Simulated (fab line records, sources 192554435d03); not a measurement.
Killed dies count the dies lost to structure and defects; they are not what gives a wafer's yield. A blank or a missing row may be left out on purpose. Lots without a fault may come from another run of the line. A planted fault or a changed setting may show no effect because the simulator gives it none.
Split-lot study + flow n5-finfet + 21 wafers read across 7 lots, on a route 1938 steps long

== ON THE SPLIT ==
At N5_BEOL_M5_ETCH_41 (etches SiCN in CH3F/O2, target depth 31.5 nm, time 56.7 s), the setting source-w was moved away from the recipe's 395 W on 8 of the 21 wafers read, by -16.6% to +12.5%. The other wafers ran this setting at the recipe's value.

Reading taken at the split's own step.

== THE READING ==
rf-vpp-V, in V, at N5_BEOL_M5_ETCH_41 (etches SiCN in CH3F/O2, target depth 31.5 nm, time 56.7 s). A value of 297.6 V with a standard deviation of 1.5 V is what fault-free wafers of this fab line usually give.

| wafer  | tool, chamber at the split | source-w as run, W | against the recipe | rf-vpp-V, V | against lot-mates on the recipe |
|--------|----------------------------|--------------------|--------------------|-------------|---------------------------------|
| L076.1 | rie-diel-02, 2             | 395                | recipe             | 297.2       | -                               |
| L076.3 | rie-diel-02, 1             | 444.5              | +12.5%             | 284.9       | -12.3                           |
| L076.4 | rie-diel-02, 0             | 444.5              | +12.5%             | 285.3       | -11.9                           |
| L079.2 | rie-diel-04, 0             | 395                | recipe             | 295.9       | -                               |
| L079.4 | rie-diel-04, 2             | 395                | recipe             | 296.6       | -                               |
| L079.6 | rie-diel-04, 2             | 395                | recipe             | 295.4       | -                               |
| L080.4 | rie-diel-06, 0             | 395                | recipe             | 298.9       | -                               |
| L080.5 | rie-diel-06, 0             | 422.7              | +7.0%              | 293.8       | -5.1                            |
| L080.6 | rie-diel-06, 1             | 422.7              | +7.0%              | 289.2       | -9.7                            |
| L081.1 | rie-diel-02, 0             | 329.5              | -16.6%             | 316.1       | +19.9                           |
| L081.3 | rie-diel-02, 2             | 395                | recipe             | 296.2       | -                               |
| L081.6 | rie-diel-02, 1             | 329.5              | -16.6%             | 315.9       | +19.7                           |
| L089.1 | rie-diel-04, 0             | 395                | recipe             | 296.5       | -                               |
| L089.4 | rie-diel-04, 1             | 367.3              | -7.0%              | 304.2       | +7.7                            |
| L089.5 | rie-diel-04, 3             | 367.3              | -7.0%              | 306.0       | +9.5                            |
| L093.1 | rie-diel-06, 3             | 395                | recipe             | 299.4       | -                               |
| L093.2 | rie-diel-06, 2             | 395                | recipe             | 297.0       | -                               |
| L093.5 | rie-diel-06, 3             | 395                | recipe             | 300.8       | -                               |
| L094.1 | rie-diel-06, 0             | 395                | recipe             | 298.0       | -                               |
| L094.2 | rie-diel-06, 2             | 395                | recipe             | 298.6       | -                               |
| L094.4 | rie-diel-06, 3             | 395                | recipe             | 300.2       | -                               |

FIT RESULTS
A straight line over all 21 wafers: rf-vpp-V changes by -1.05 V for each +1% of source-w; r = -0.98; the points scatter about the line by 1.6 V.
The same after taking each lot's own level away (the mean of its wafers on the recipe; 21 wafers): -1.11 V for each +1%; r = -0.99; scatter 1.3 V.
According to that fit, moving source-w by its largest amount changes the reading by 18 V.
Across the lots, their own levels run from 295.97 to 299.07 V, a range of 2.1 times the standard deviation given above.
Hence the lot-to-lot level has little effect on the slope; both slopes agree.
Check: +18.5 V against its lot-mates is what the line predicts for one of the wafers moved furthest among these (-16.6%) when that wafer is left out of the fit. It came out at +19.9 V against them.
Tool readings at the split's step, against how far the setting was moved: rf-vpp-V r = -0.98.

== THESE WAFERS: OTHER SPLITS ==
Before the reading, these wafers also passed through other splits. Each is held against what the fit with the lots' levels taken away leaves over:
| other split on the same wafers | wafers away from the commonest value | r with rf-vpp-V (lot level and that fit taken away) |
|--------------------------------|--------------------------------------|-----------------------------------------------------|
| N5_BEOL_M5_COAT_22 spin-rpm    | 7                                    | -0.01                                               |

== FILE'S OWN FIT ==
rf-vpp-V changes by -1.12 V for each +1% of source-w, r = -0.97.
